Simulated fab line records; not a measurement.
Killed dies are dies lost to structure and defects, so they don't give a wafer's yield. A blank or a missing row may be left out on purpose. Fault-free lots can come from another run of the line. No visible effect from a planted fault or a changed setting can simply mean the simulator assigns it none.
fab line records    flow nandHarc    part 1 of 2: steps 1 to 4 of 6
record lots=22  wafers=66  lastDay=33
route steps=1302 shown A_STAIRCASE@706
lots with no fault: from the same line, run without faults
startH: hours from the record's opening day to when the first of the lot's shown wafers began    waitH: hours since the lot's step before    " repeats the value in the row above    L1.1+2: a row that stands for several wafers    - either no value or no given start    * or withheld: withheld    < > ~ a bound
route shown NAME@n: NAME is a module with steps in the file, n the number in the route of the first one    usual: the fault-free wafers' mean and standard deviation    same: alike in all rows    chamber/n: place in a boat    sites: each site's reading    _std_site: how widely they spread, as a standard deviation    _edge_site: the outer-site mean with the inner-site mean subtracted    radiusMm: how far each site lies from the wafer's centre    mask NAME#n: copy n    behind: the most recent tool/chamber to have shaped the wafer    hold: why the lot went on hold/how many hours it stayed there/how the hold came to an end    device: the n, p or np transistor that did not switch    end of line: the same wafers' tests at the end of the route    step lacking rows: just its recipe    killed: dies lost to structure and defects at the first sort, not the wafer's yield    map: dies across one wafer; x = killed, . = not, _ = none there
set.NAME: the setting the step ran with; set.NAME@STEP: the setting that earlier step ran with    model.NAME: the simulator's own value behind a step, which no gauge read
a sample of lots followed through the steps of the route, with each step as a table and each wafer as a row
services: a tool's chamber out of use, with start hour (startH, from the record's first day; less than 0 if before it), hours out, and reason
## steps
# step NHARC_A_STAIRCASE_ETCH_192
# recipe targetDepthA=1000  timeS=40.5  ionEnergyEv=400  c4f8FlowSccm=20  o2FlowSccm=10  arFlowSccm=withheld  rfW=600  biasW=1000  chemistry=C4F8/O2
# usual biasW=999.8/2.8  oesProductAu=0.945/0.011  rfVppV=896/6.6
lot.wafer  tool        chamber  startH  waitH  biasW   oesProductAu  rfHoursCounterH  rfVppV
L074.1     rieDiel-09  1        -       -      1001.8  0.932         8                903
L074.3     "           2        "       "      996.9   0.915         10               905
L074.5     "           1        "       "      1000.0  0.936         -                904
L075.2     rieDiel-08  1        -       -      1000.5  0.944         0                896
L075.3     "           2        "       "      1004.1  0.950         0                893
L075.4     "           0        "       "      1000.0  0.934         0                885
L076.4     rieDiel-02  2        -       -      998.6   0.958         48               892
L076.3     "           3        "       "      1002.1  0.957         48               905
L076.1     "           0        "       "      1004.2  0.955         49               904
L077.1     rieDiel-09  1        -       -      996.5   0.958         26               904
L077.2     "           0        "       "      1001.9  0.951         25               890
L077.6     "           2        "       "      1002.0  0.964         -                905
L080.4     rieDiel-09  2        -       -      1000.7  0.943         29               906
L080.1     "           1        "       "      1000.5  0.948         26               904
L080.5     "           3        "       "      1003.8  0.929         -                888
L078.2     rieDiel-02  1        -       -      996.9   0.944         4                896
L078.6     "           0        "       "      999.5   0.935         -                904
L078.4     "           1        "       "      996.9   0.935         -                897
L079.3     rieDiel-08  2        -       -      995.4   0.940         12               892
L079.5     "           1        "       "      998.2   0.936         -                896
L079.6     "           2        "       "      994.8   0.940         -                891
L081.3     rieDiel-08  0        -       -      996.3   0.932         22               886
L081.2     "           3        "       "      1004.2  0.950         21               888
L081.6     "           0        "       "      1001.6  0.939         -                887
L082.4     rieDiel-09  0        -       -      998.8   0.945         35               890
L082.1     "           1        "       "      1000.8  0.946         39               903
L082.5     "           1        "       "      1000.4  0.949         -                903
L083.3     rieDiel-02  0        -       -      1000.1  0.942         20               902
L083.1     "           1        "       "      998.6   0.939         22               896
L083.5     "           0        "       "      997.0   0.938         -                904
L085.3     rieDiel-02  3        -       -      995.0   0.948         13               902
L085.2     "           0        "       "      1000.3  0.953         23               904
L085.6     "           2        "       "      1002.8  0.939         -                891
L084.3     rieDiel-08  3        -       -      997.7   0.955         30               888
L084.1     "           0        "       "      998.4   0.941         32               886
L084.5     "           3        "       "      1000.4  0.953         -                889
L086.1     rieDiel-09  2        -       -      993.2   0.930         57               904
L086.4     "           3        "       "      998.3   0.952         51               887
L086.3     "           0        "       "      998.1   0.932         47               891
L089.3     rieDiel-02  1        -       -      998.6   0.947         45               897
L089.5     "           0        "       "      1001.8  0.947         -                904
L089.6     "           1        "       "      1003.7  0.953         -                895
L090.2     rieDiel-08  3        -       -      1001.4  0.954         49               889
L090.4     "           0        "       "      996.6   0.953         52               885
L090.1     "           2        "       "      1000.0  0.949         48               891
L088.3     rieDiel-02  2        -       -      998.1   0.918         45               890
L088.1     "           3        "       "      999.1   0.951         34               903
L088.5     "           2        "       "      1003.6  0.922         -                892
L092.4     rieDiel-08  2        -       -      998.8   0.955         52               893
L092.5     "           2        "       "      995.7   0.961         -                892
L092.6     "           3        "       "      997.0   0.935         -                887
L091.4     rieDiel-08  2        -       -      996.3   0.946         53               893
L091.5     "           3        "       "      998.6   0.948         -                887
L091.6     "           0        "       "      1004.6  0.959         -                887
L093.1     rieDiel-02  0        -       -      1000.4  0.948         51               904
L093.4     "           1        "       "      1000.7  0.960         57               895
L093.5     "           3        "       "      1001.3  0.934         -                904
L095.3     rieDiel-02  0        -       -      1002.5  0.934         63               904
L095.1     "           2        "       "      997.0   0.945         63               890
L095.5     "           0        "       "      997.7   0.935         -                902
L096.4     rieDiel-08  3        -       -      1005.0  0.943         3                904
L096.1     "           0        "       "      998.9   0.934         3                905
L096.6     "           3        "       "      1001.7  0.933         -                906
L097.1     rieDiel-08  2        -       -      1000.1  0.939         7                890
L097.4     "           3        "       "      1004.2  0.922         7                905
L097.3     "           0        "       "      996.4   0.932         7                907
# step NHARC_A_STAIRCASE_TRIM_220
# recipe timeS=211.2  o2FlowSccm=500  arFlowSccm=0  biasW=0  chemistry=O2
# usual drypumpMotorCurrentA=5.8/0.51  oesProductAu=1.003/0.01  rfVppV=57.8/0.84  showerheadPlenumPTorr=3.49/0.17  throttleValvePct=17.036/0.0094
# same biasW=0
lot.wafer  tool        chamber  startH  waitH  drypumpMotorCurrentA  oesProductAu  rfHoursCounterH  rfVppV  showerheadPlenumPTorr  throttleValvePct
L074.3     rieDiel-09  3        357.17  0.1    6.4                   1.005         10               56.5    3.31                   17.042
L074.1     "           0        "       "      5.3                   0.987         8                60.2    3.38                   17.026
L074.5     "           3        "       "      6.4                   1.004         -                57.7    3.31                   17.037
L075.2     rieDiel-08  2        381.59  0.1    5.4                   0.998         1                58.3    3.43                   17.023
L075.3     "           0        "       "      4.9                   0.982         1                57.4    3.29                   17.037
L075.4     "           0        "       "      4.9                   0.989         -                58.3    3.29                   17.045
L076.3     rieDiel-02  1        390.53  0.1    6.1                   1.013         49               58.0    3.54                   17.030
L076.4     "           3        "       "      6.6                   1.007         48               58.3    3.78                   17.048
L076.1     "           0        "       "      5.7                   0.999         49               57.6    3.75                   17.066
L077.1     rieDiel-02  1        412.56  0.1    6.2                   0.997         3                57.9    3.53                   17.030
L077.2     "           0        "       "      5.8                   1.003         3                57.4    3.74                   17.034
L077.6     "           0        "       "      5.8                   1.011         -                59.5    3.74                   17.047
L080.4     rieDiel-08  1        415.42  0.1    6.2                   1.004         13               58.4    3.55                   17.043
L080.1     "           3        "       "      6.3                   0.989         11               57.4    3.31                   17.049
L080.5     "           1        "       "      6.2                   1.008         -                59.2    3.55                   17.038
L078.4     rieDiel-08  1        419.01  0.1    6.2                   1.010         14               57.1    3.55                   17.034
L078.2     "           2        "       "      5.4                   1.016         12               57.5    3.42                   17.047
L078.6     "           2        "       "      5.5                   1.019         -                57.8    3.42                   17.046
L079.3     rieDiel-08  2        422.42  0.1    5.5                   1.011         13               57.2    3.42                   17.053
L079.6     "           0        "       "      4.9                   0.987         -                56.7    3.28                   17.038
L079.5     "           1        "       "      6.2                   1.009         -                58.5    3.54                   17.042
L081.2     rieDiel-08  3        438.21  0.1    6.2                   1.001         22               56.6    3.31                   17.037
L081.3     "           0        "       "      4.9                   0.990         24               58.1    3.28                   17.028
L081.6     "           2        "       "      5.5                   1.021         -                57.7    3.42                   17.040
L082.4     rieDiel-02  1        443.55  0.1    6.2                   1.006         15               57.1    3.53                   17.036
L082.1     "           2        "       "      6.0                   0.999         15               57.6    3.41                   17.052
L082.5     "           0        "       "      5.8                   1.000         -                59.9    3.74                   17.036
L083.3     rieDiel-08  2        457.96  0.1    5.4                   1.010         29               56.3    3.41                   17.027
L083.1     "           1        "       "      6.2                   0.992         27               58.4    3.54                   17.030
L083.5     "           2        "       "      5.4                   1.011         -                57.7    3.41                   17.039
L085.3     rieDiel-08  1        471.20  0.1    6.2                   1.013         30               57.3    3.54                   17.037
L085.2     "           2        "       "      5.4                   1.024         31               57.9    3.41                   17.034
L085.6     "           1        "       "      6.2                   1.008         -                58.8    3.54                   17.034
L084.3     rieDiel-08  0        472.02  0.1    4.9                   1.000         33               57.9    3.27                   17.030
L084.1     "           2        "       "      5.4                   1.024         32               57.5    3.41                   17.037
L084.5     "           3        "       "      6.2                   1.015         -                57.1    3.30                   17.052
L086.3     rieDiel-09  3        490.19  0.1    6.4                   1.014         51               56.8    3.29                   17.042
L086.4     "           0        "       "      5.2                   0.997         48               57.0    3.36                   17.018
L086.1     "           1        "       "      5.8                   1.015         57               56.7    3.71                   17.052
L089.3     rieDiel-02  3        516.58  0.1    6.5                   1.004         32               58.2    3.76                   17.026
L089.5     "           1        "       "      6.1                   0.998         -                58.6    3.51                   17.033
L089.6     "           2        "       "      6.1                   0.978         -                56.7    3.40                   17.047
L090.2     rieDiel-02  2        524.52  0.1    6.1                   0.986         45               58.9    3.40                   17.037
L090.1     "           3        "       "      6.6                   1.000         35               58.3    3.76                   17.030
L090.4     "           0        "       "      5.8                   0.997         47               57.8    3.72                   17.023
L088.1     rieDiel-08  3        526.17  0.1    6.2                   1.003         51               57.2    3.29                   17.028
L088.3     "           1        "       "      6.2                   1.002         51               57.2    3.53                   17.026
L088.5     "           3        "       "      6.2                   0.999         -                57.7    3.29                   17.032
L092.4     rieDiel-09  3        537.19  0.1    6.4                   1.001         11               58.6    3.29                   17.028
L092.6     "           1        "       "      5.8                   0.999         -                58.3    3.71                   17.025
L092.5     "           2        "       "      5.2                   1.001         -                58.0    3.74                   17.040
L091.4     rieDiel-08  3        538.75  0.1    6.2                   0.997         55               57.2    3.29                   17.040
L091.6     "           0        "       "      4.9                   0.991         -                56.8    3.26                   17.056
L091.5     "           1        "       "      6.2                   1.004         -                58.2    3.52                   17.032
L093.4     rieDiel-02  2        549.46  0.1    6.0                   0.988         56               57.3    3.39                   17.036
L093.1     "           0        "       "      5.7                   0.997         53               58.7    3.71                   17.042
L093.5     "           2        "       "      6.1                   0.989         -                56.7    3.39                   17.041
L095.3     rieDiel-02  1        569.41  0.1    6.2                   1.006         69               59.4    3.50                   17.036
L095.1     "           2        "       "      6.1                   1.002         64               57.7    3.39                   17.023
L095.5     "           0        "       "      5.8                   1.000         -                57.8    3.71                   17.049
L096.1     rieDiel-02  0        572.46  0.1    5.8                   1.001         65               56.7    3.71                   17.040
L096.4     "           1        "       "      6.2                   1.015         69               57.3    3.50                   17.051
L096.6     "           0        "       "      5.8                   1.009         -                57.6    3.71                   17.033
L097.3     rieDiel-08  3        596.94  0.1    6.3                   0.985         8                58.5    3.80                   17.013
L097.1     "           1        "       "      6.2                   0.983         9                57.1    3.52                   17.034
L097.4     "           2        "       "      5.4                   0.985         8                57.8    3.39                   17.035
# step NHARC_A_STAIRCASE_TRIM_222
# recipe timeS=211.2  o2FlowSccm=500  arFlowSccm=0  biasW=0  chemistry=O2
# usual drypumpMotorCurrentA=5.9/0.5  oesProductAu=1.003/0.0096  rfVppV=57.6/0.94  showerheadPlenumPTorr=3.49/0.17  throttleValvePct=17.036/0.01
# same biasW=0
lot.wafer  tool        chamber  startH  waitH  drypumpMotorCurrentA  oesProductAu  rfHoursCounterH  rfVppV  showerheadPlenumPTorr  throttleValvePct
L074.1     rieDiel-09  3        -       -      6.4                   1.008         11               57.5    3.31                   17.059
L074.3     "           1        "       "      5.7                   1.013         9                57.2    3.74                   17.043
L074.5     "           0        "       "      5.3                   0.983         -                58.2    3.38                   17.047
L075.3     rieDiel-08  0        -       -      4.9                   0.992         1                56.0    3.29                   17.035
L075.2     "           2        "       "      5.4                   1.022         1                56.0    3.43                   17.023
L075.4     "           0        "       "      4.9                   0.988         -                59.2    3.29                   17.023
L076.4     rieDiel-02  1        -       -      6.2                   0.998         49               57.2    3.54                   17.029
L076.3     "           2        "       "      6.0                   1.020         49               55.9    3.42                   17.052
L076.1     "           3        "       "      6.6                   1.018         49               56.9    3.78                   17.032
L077.1     rieDiel-02  2        -       -      6.1                   0.999         3                57.3    3.42                   17.053
L077.2     "           1        "       "      6.2                   1.008         3                58.8    3.53                   17.030
L077.6     "           2        "       "      6.0                   0.998         -                58.0    3.42                   17.033
L080.1     rieDiel-08  0        -       -      4.9                   1.001         14               56.8    3.28                   17.035
L080.4     "           1        "       "      6.2                   1.002         13               58.2    3.55                   17.034
L080.5     "           0        "       "      4.9                   0.996         -                56.6    3.28                   17.044
L078.2     rieDiel-08  3        -       -      6.2                   1.006         12               57.1    3.31                   17.032
L078.4     "           0        "       "      4.9                   0.987         15               57.7    3.28                   17.049
L078.6     "           3        "       "      6.2                   1.011         -                57.2    3.31                   17.051
L079.3     rieDiel-08  3        -       -      6.2                   1.004         14               55.8    3.31                   17.025
L079.6     "           2        "       "      5.5                   1.015         -                57.2    3.42                   17.043
L079.5     "           3        "       "      6.2                   0.998         -                57.8    3.31                   17.031
L081.3     rieDiel-08  2        -       -      5.5                   1.027         21               56.6    3.42                   17.029
L081.2     "           3        "       "      6.2                   0.998         22               57.2    3.31                   17.041
L081.6     "           2        "       "      5.5                   1.015         -                57.0    3.42                   17.041
L082.4     rieDiel-02  3        -       -      6.6                   0.999         5                59.6    3.78                   17.041
L082.1     "           1        "       "      6.1                   1.005         15               58.8    3.53                   17.014
L082.5     "           0        "       "      5.7                   1.005         -                57.1    3.74                   17.022
L083.3     rieDiel-08  2        -       -      5.4                   1.010         29               58.6    3.41                   17.038
L083.1     "           1        "       "      6.2                   1.016         27               58.8    3.54                   17.037
L083.5     "           2        "       "      5.5                   1.009         -                57.5    3.41                   17.033
L085.2     rieDiel-08  0        -       -      4.9                   0.994         32               56.0    3.27                   17.029
L085.3     "           1        "       "      6.2                   0.997         30               58.8    3.54                   17.025
L085.6     "           0        "       "      4.9                   0.992         -                57.9    3.27                   17.025
L084.1     rieDiel-08  3        -       -      6.3                   0.998         31               58.2    3.30                   17.040
L084.3     "           0        "       "      4.9                   0.986         33               55.3    3.27                   17.031
L084.5     "           3        "       "      6.3                   0.999         -                56.9    3.30                   17.035
L086.4     rieDiel-09  2        -       -      5.2                   1.007         58               57.0    3.74                   17.041
L086.1     "           3        "       "      6.4                   1.015         52               57.6    3.29                   17.043
L086.3     "           1        "       "      5.7                   1.004         57               58.6    3.71                   17.051
L089.3     rieDiel-02  0        -       -      5.7                   0.998         44               58.7    3.72                   17.022
L089.6     "           0        "       "      5.7                   0.992         -                57.4    3.72                   17.034
L089.5     "           1        "       "      6.2                   0.999         -                57.3    3.51                   17.064
L090.2     rieDiel-02  0        -       -      5.7                   0.996         47               57.0    3.72                   17.035
L090.4     "           1        "       "      6.1                   0.996         48               58.9    3.51                   17.038
L090.1     "           2        "       "      6.0                   0.991         45               56.9    3.40                   17.034
L088.3     rieDiel-08  3        -       -      6.2                   1.003         51               56.7    3.29                   17.035
L088.1     "           0        "       "      4.9                   0.999         54               56.1    3.26                   17.043
L088.5     "           3        "       "      6.2                   1.005         -                56.7    3.29                   17.036
L092.4     rieDiel-09  3        -       -      6.4                   1.003         11               57.8    3.29                   17.046
L092.5     "           3        "       "      6.4                   0.997         -                57.4    3.29                   17.016
L092.6     "           0        "       "      5.2                   1.002         -                58.8    3.36                   17.032
L091.4     rieDiel-08  3        -       -      6.2                   0.989         55               58.1    3.29                   17.035
L091.6     "           2        "       "      5.4                   1.016         -                57.4    3.40                   17.033
L091.5     "           3        "       "      6.2                   0.991         -                57.6    3.29                   17.032
L093.4     rieDiel-02  1        -       -      6.1                   1.010         59               57.5    3.50                   17.030
L093.1     "           3        "       "      6.6                   1.002         43               57.6    3.75                   17.035
L093.5     "           1        "       "      6.1                   1.011         -                57.9    3.50                   17.036
L095.3     rieDiel-02  1        -       -      6.2                   0.999         69               57.8    3.50                   17.034
L095.1     "           2        "       "      6.1                   0.994         64               58.2    3.39                   17.047
L095.5     "           1        "       "      6.2                   1.006         -                58.3    3.50                   17.044
L096.4     rieDiel-02  0        -       -      5.7                   0.999         65               58.3    3.71                   17.031
L096.1     "           2        "       "      6.0                   1.004         64               57.7    3.39                   17.024
L096.6     "           3        "       "      6.6                   1.007         -                58.0    3.75                   17.029
L097.3     rieDiel-08  2        -       -      5.4                   0.993         8                58.4    3.39                   17.038
L097.4     "           0        "       "      4.9                   0.977         8                57.7    3.80                   17.038
L097.1     "           1        "       "      6.2                   0.988         9                59.9    3.52                   17.034
# step NHARC_A_STAIRCASE_ETCH_223
# recipe targetDepthA=1000  timeS=40.5  ionEnergyEv=400  c4f8FlowSccm=20  o2FlowSccm=10  arFlowSccm=withheld  rfW=600  biasW=1000  chemistry=C4F8/O2
# usual biasW=1000.0/2.9  oesProductAu=0.947/0.011  rfVppV=895/6.4
lot.wafer  tool        chamber  startH  waitH  biasW   oesProductAu  rfHoursCounterH  rfVppV
L074.1     rieDiel-09  2        -       -      998.1   0.937         11               904
L074.3     "           3        "       "      998.8   0.944         11               888
L074.5     "           1        "       "      1001.9  0.944         -                904
L075.3     rieDiel-08  2        -       -      1000.1  0.954         1                891
L075.2     "           0        "       "      1000.6  0.953         1                887
L075.4     "           1        "       "      1003.2  0.953         -                896
L076.3     rieDiel-02  3        -       -      1002.4  0.966         49               906
L076.1     "           1        "       "      998.5   0.948         49               896
L076.4     "           2        "       "      995.0   0.962         49               892
L077.1     rieDiel-02  2        -       -      999.3   0.950         3                891
L077.2     "           1        "       "      1000.5  0.942         3                896
L077.6     "           2        "       "      999.1   0.935         -                891
L080.4     rieDiel-08  3        -       -      1002.8  0.962         11               889
L080.1     "           1        "       "      996.9   0.959         13               895
L080.5     "           3        "       "      1004.6  0.973         -                888
L078.2     rieDiel-08  1        -       -      1003.3  0.947         14               897
L078.4     "           2        "       "      999.6   0.948         12               893
L078.6     "           1        "       "      1002.0  0.945         -                898
L079.3     rieDiel-08  0        -       -      1003.7  0.929         17               888
L079.6     "           1        "       "      1001.5  0.931         -                897
L079.5     "           2        "       "      999.2   0.938         -                892
L081.3     rieDiel-08  1        -       -      1005.4  0.948         22               897
L081.2     "           2        "       "      1000.9  0.954         21               892
L081.6     "           2        "       "      1001.6  0.954         -                891
L082.4     rieDiel-02  2        -       -      1003.9  0.941         15               892
L082.1     "           3        "       "      1001.8  0.940         5                904
L082.5     "           2        "       "      1005.4  0.951         -                892
L083.1     rieDiel-08  1        -       -      1003.0  0.951         28               896
L083.3     "           2        "       "      1002.5  0.945         29               893
L083.5     "           0        "       "      1001.9  0.941         -                886
L085.2     rieDiel-08  3        -       -      1002.9  0.955         31               887
L085.3     "           0        "       "      999.0   0.935         32               886
L085.6     "           2        "       "      1004.1  0.980         -                891
L084.3     rieDiel-08  2        -       -      1000.5  0.960         32               892
L084.1     "           3        "       "      997.5   0.942         31               888
L084.5     "           0        "       "      998.3   0.942         -                887
L086.1     rieDiel-09  2        -       -      998.6   0.944         58               904
L086.3     "           0        "       "      1000.6  0.954         48               889
L086.4     "           1        "       "      999.2   0.946         57               903
L089.3     rieDiel-02  2        -       -      999.4   0.948         43               891
L089.5     "           3        "       "      999.3   0.957         -                903
L089.6     "           0        "       "      1000.0  0.936         -                903
L090.1     rieDiel-02  1        -       -      995.6   0.974         48               895
L090.2     "           2        "       "      1000.9  0.936         45               891
L090.4     "           0        "       "      1002.7  0.960         47               904
L088.1     rieDiel-08  2        -       -      996.6   0.952         51               891
L088.3     "           0        "       "      1003.0  0.934         55               886
L088.5     "           2        "       "      1004.0  0.950         -                890
L092.4     rieDiel-09  1        -       -      992.7   0.951         8                904
L092.5     "           1        "       "      999.1   0.955         -                901
L092.6     "           2        "       "      1000.2  0.946         -                903
L091.4     rieDiel-08  3        -       -      999.6   0.944         55               887
L091.6     "           3        "       "      1000.4  0.937         -                886
L091.5     "           0        "       "      1002.0  0.944         -                886
L093.4     rieDiel-02  0        -       -      998.0   0.953         53               903
L093.1     "           2        "       "      1007.2  0.944         56               890
L093.5     "           1        "       "      996.8   0.951         -                897
L095.3     rieDiel-02  3        -       -      999.9   0.961         52               904
L095.1     "           2        "       "      999.3   0.947         64               891
L095.5     "           3        "       "      1000.7  0.961         -                904
L096.4     rieDiel-02  1        -       -      994.3   0.942         70               894
L096.1     "           2        "       "      998.7   0.961         64               891
L096.6     "           0        "       "      997.2   0.946         -                903
L097.1     rieDiel-08  1        -       -      1003.6  0.935         9                896
L097.3     "           3        "       "      1002.1  0.928         8                906
L097.4     "           0        "       "      995.5   0.925         8                905
